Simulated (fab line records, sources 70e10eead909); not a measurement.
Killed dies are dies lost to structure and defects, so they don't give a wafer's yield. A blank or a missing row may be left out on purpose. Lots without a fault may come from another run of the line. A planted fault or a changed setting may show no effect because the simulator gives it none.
Chamber matching | flow nand_harc | NHARC_THIN_TSV_DEP_43 on pecvd-03: 3 sister chambers
The step deposits SiO2, target thk 1328.5 nm. 22 wafers are shown with their chamber, then 11 later ones without.

WAFERS WITH THEIR CHAMBER
wafer  | chamber | throttle_valve_pct (%)
L075.3 | 2       | 16.5
L075.4 | 1       | 15.0
L075.5 | 0       | 15.4
L077.2 | 0       | 15.4
L077.4 | 2       | 16.4
L077.5 | 0       | 15.5
L078.2 | 1       | 15.3
L078.4 | 1       | 15.1
L078.6 | 2       | 16.2
L079.1 | 0       | 15.4
L079.2 | 2       | 16.2
L079.4 | 1       | 15.3
L081.1 | 1       | 15.3
L081.2 | 0       | 15.5
L081.5 | 0       | 15.6
L082.1 | 0       | 15.8
L082.4 | 1       | 15.3
L082.5 | 2       | 16.5
L086.1 | 1       | 15.2
L086.3 | 2       | 16.5
L086.6 | 1       | 15.3
L085.1 | 1       | 15.3

SIGNATURES (means of the wafers above)
reading            | chamber 0 | chamber 1 | chamber 2 | scatter within a chamber
throttle_valve_pct | 15.514    | 15.233    | 16.383    | 0.133
Rule: a wafer's distance from a chamber is the root of the sum, over the readings, of the square of ((its reading less the chamber's mean) divided by the reading's scatter). The wafer belongs to the nearest chamber; if the next one is less than 2 further off, it can't be placed. The scatter: the root of (the sum of the squares of (reading less its chamber's mean) over the shown wafers, divided by (wafers less chambers)).

WAFERS WITHOUT THEIR CHAMBER
wafer  | throttle_valve_pct (%)
L085.2 | 16.4
L085.5 | 15.6
L087.3 | 15.5
L087.4 | 16.3
L087.6 | 15.3
L093.2 | 16.4
L093.5 | 16.5
L093.6 | 15.4
L097.2 | 14.7
L097.3 | 14.9
L097.5 | 15.6

WHICH CHAMBER EACH WENT THROUGH
wafer  | from the rows above     | in truth
L085.2 | 2                       | 2
L085.5 | 0                       | 0
L087.3 | can't be placed: 0 or 1 | 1
L087.4 | 2                       | 2
L087.6 | can't be placed: 1 or 0 | 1
L093.2 | 2                       | 2
L093.5 | 2                       | 2
L093.6 | can't be placed: 0 or 1 | 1
L097.2 | 1                       | 1
L097.3 | 1                       | 1
L097.5 | 0                       | 0
Placed correctly: 8 of 11. Can't be placed from these rows: 3 (the true chamber is among the candidates in 3). Placed wrongly: 0.
